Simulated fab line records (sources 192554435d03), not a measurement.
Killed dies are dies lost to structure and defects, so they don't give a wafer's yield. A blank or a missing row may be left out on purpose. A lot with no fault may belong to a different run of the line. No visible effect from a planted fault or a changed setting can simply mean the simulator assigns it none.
Problem report, 8D (eight disciplines) form, completed by code | flow n5Finfet | the parts of the form that need people (team, actions taken, sign-off) are left out

1. PROBLEM STATEMENT
At N5_FIN_CUT_COAT_19, runLengthS averages 55.04 s over 3 wafers from 3 lots, while fault-free wafers read 66.32 s, standard deviation 0.13. Relative to the usual mean, that is a shift of -87 standard deviations.
The step: time 60 s, resist thk 20 nm.
Earliest sighting: wafer L355.1 on lithoTrack-04 at day 4 14:53. The record holds 24 wafers of 9 lots with a number at this step. By rule, "out" or "out of limits" means more than 4 standard deviations away from the usual mean. The other wafers with a number count as sound.

2. WHAT THIS IS AND IS NOT
question                    | is                            | is not
which readings at this step | runLengthS, heaterPowerTotalW | -
which lots                  | L355, L356, L357              | L345, L346, L347, L353, L364, L368
which wafers of those lots  | L355.1, L356.6, L357.1        | L355.3, L356.3, L357.3
read on which tools         | lithoTrack-04                 | lithoTrack-03
when                        | from day 4 14:53              | up to then (13 sound wafers); but 8 sound wafers of L356, L357, L364, L368 came after

3. WHAT RULES OUT EACH SUSPECT
Counting: a tool at a process step up to the reading stays a suspect if it ran every lot that is out. Sound lots after the first of them don't rule it out here, since some wafers of a struck lot are sound.
- rieDiel-01 at N5_FIN_SAQP_STRIP_77 (strips in N2/H2, time 90 s): kept. Ran every lot that is out, first one L355 (day 4 14:24); last sound lot up to then L347 (day 2 13:37).
- lithoTrack-04 at N5_FIN_CUT_COAT_19 (time 60 s, resist thk 20 nm): kept. Ran every lot that is out, first one L355 (day 4 14:53); last sound lot up to then L347 (day 2 14:05). Out on those wafers are its own readings of heaterPowerTotalW, runLengthS.
After counting, rieDiel-01 at N5_FIN_SAQP_STRIP_77 and lithoTrack-04 at N5_FIN_CUT_COAT_19 remain.

4. THE CAUSE (what the simulator had put in)
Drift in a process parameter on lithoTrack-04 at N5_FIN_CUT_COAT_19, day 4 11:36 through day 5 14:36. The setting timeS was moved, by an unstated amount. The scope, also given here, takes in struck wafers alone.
This tool is one of the 2 suspects left after counting.

5. SEQUENCE OF EFFECTS, ordered by route
One row per reading whose mean, taken over the struck wafers that have a number, lies over 3 standard deviations from the usual. Only readings whose record carries a usual standard deviation are examined. hours: median over the lots of the time between each lot's start at the first step of this table that gives one and its start at this step. sigmas: the change, counted in usual standard deviations.
hours | step               | reading           | usual   | on struck wafers | change | sigmas
0     | N5_FIN_CUT_COAT_19 | heaterPowerTotalW | 427.4 W | 485.7            | +58.3  | +26
0     | N5_FIN_CUT_COAT_19 | runLengthS        | 66.32 s | 55.04            | -11.28 | -87
Its process steps:
- N5_FIN_CUT_COAT_19: time 60 s, resist thk 20 nm.
Later steps that measure or inspect, where all struck wafers having a row at the step show a number for every such reading and not one has moved that far: N5_BEOL_M4_RC_MEAS_101.

6. HOW IT WOULD HAVE BEEN CAUGHT EARLIER
The fault began at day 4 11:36; the first out-of-limits reading in this record came at day 4 14:53, 3 hours later.
